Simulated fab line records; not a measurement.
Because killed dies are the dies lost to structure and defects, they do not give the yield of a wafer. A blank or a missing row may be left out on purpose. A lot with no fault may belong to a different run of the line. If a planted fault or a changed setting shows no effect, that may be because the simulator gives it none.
A struck lot beside a sound one -- flow nand harc -- 15 out of 1302 route steps
Sound: these wafers, L164.2, L164.4, L164.6. Struck: wafers L176.3, L176.5. (L176.6 of the same lot was not struck and is left out.) The cause comes at the end.
Per side, at each step with rows, come the tool, then ch with its chambers, and then its first start. Under that, the readings that differ: sound wafers -- struck wafers -- difference of the means -- sigmas: that difference in standard deviations of wafers without a fault.
alike: a reading whose means differ by less than 2 such deviations, as well as words and numbers matching on both sides. not compared: withheld readings; readings where some wafer has no value; bounds like >300 that might hide an equal value; numbers whose values overlap and for which the record gives no deviation.
Wherever a step has rows on one side only, a row that says differs or no value, or a row with sigmas, the two part there. Numbers that have no deviation but don't overlap get no sigmas and don't part them. A reading that every wafer of one side lacks parts them only if that side has two wafers or more.

NHARC_P_M2_INSPECT_11:
  sound: defect inspect-02 at day 6 08:05; struck: defect inspect-01 at day 11 13:37
  alike: raw defect count
then, 1 step without rows for these wafers: NHARC_P_M2_DESCUM_14 (chemistry O2, time 3 s).
NHARC_P_M2_ETCH_35: etches the open film in N2/H2, target depth 40 nm, overetch 12 nm, time 43.94 s.
  sound on rie diel-12 ch 1,2, day 6 08:15; struck on rie diel-12 ch 2,3, day 11 13:46
  alike: drypump motor current A, oes product au, rf vpp V, showerhead plenum p Torr, throttle valve pct
  not compared: rf hours counter h
NHARC_P_M2_ETCH_15: etches the open film in C4F8/Ar, target depth 182.5 nm, time 91.2 s.
  sound: rie diel-12 ch 2,3; struck: rie diel-12 ch 0,1
  alike: oes product au, rf vpp V
  not compared: rf hours counter h
NHARC_P_M2_CD_MEAS_16:
  sound: cd sem-02 at day 6 08:30; struck: cd sem-02 at day 11 13:59
  alike: cd nm
then, 1 step without rows for these wafers: NHARC_P_M2_STRIP_18 (strips in N2/H2).
NHARC_P_M2_ETCH_28: etches the open film in CF4/N2, target depth 30 nm, time 72.99 s.
  sound: rie diel-10 ch 0,1,3; struck: rie diel-12 ch 0,1
  alike: drypump motor current A, oes product au, rf vpp V, showerhead plenum p Torr, throttle valve pct
  not compared: rf hours counter h
then, 1 step without rows for these wafers: NHARC_P_M2_STRIP_19 (strips in post etch residue remover, time 600 s).
NHARC_P_M2_DEGAS_29: time 60 s.
  sound: pvd sputter-02 at day 6 09:13; struck: pvd sputter-02 at day 11 14:42
  alike: heater power w
then, 3 steps without rows for these wafers: NHARC_P_M2_PRE_CLEAN_30 (time 30 s); NHARC_P_M2_PVD_20 (deposits TaN, target thk 5 nm, time 8.06 s); NHARC_P_M2_PVD_21 (deposits Cu, target thk 30 nm, time 20.49 s).
NHARC_P_M2_ECD_22: material Cu, target thk 400 nm.
  sound on ecd cu-01 ch 0,1, day 6 09:35; struck on ecd cu-01 ch 1, day 11 15:12
  alike: bath temp c
NHARC_P_M2_ANNEAL_31: time 90 s.
  sound on rtp anneal-01 ch 0, day 6 10:01; struck on rtp anneal-01 ch 0, day 11 15:32
  alike: anneal temp c, wafer_temp_C_max
NHARC_P_M2_CMP_23: polishes, t overpolish 20 s, target thk 144.3 nm.
  sound on cmp-02 ch 2,3, day 6 10:18; struck on cmp-03 ch 1, day 11 15:48
reading,sound,struck,difference,sigmas
time to endpoint s (s),30.3 30.6 31.5,19.5 17.6,-12.2,-5
  alike: motor current A

WHERE THEY PART
NHARC_P_M2_CMP_23 only, going by this record.

WHY: what the simulator had put in
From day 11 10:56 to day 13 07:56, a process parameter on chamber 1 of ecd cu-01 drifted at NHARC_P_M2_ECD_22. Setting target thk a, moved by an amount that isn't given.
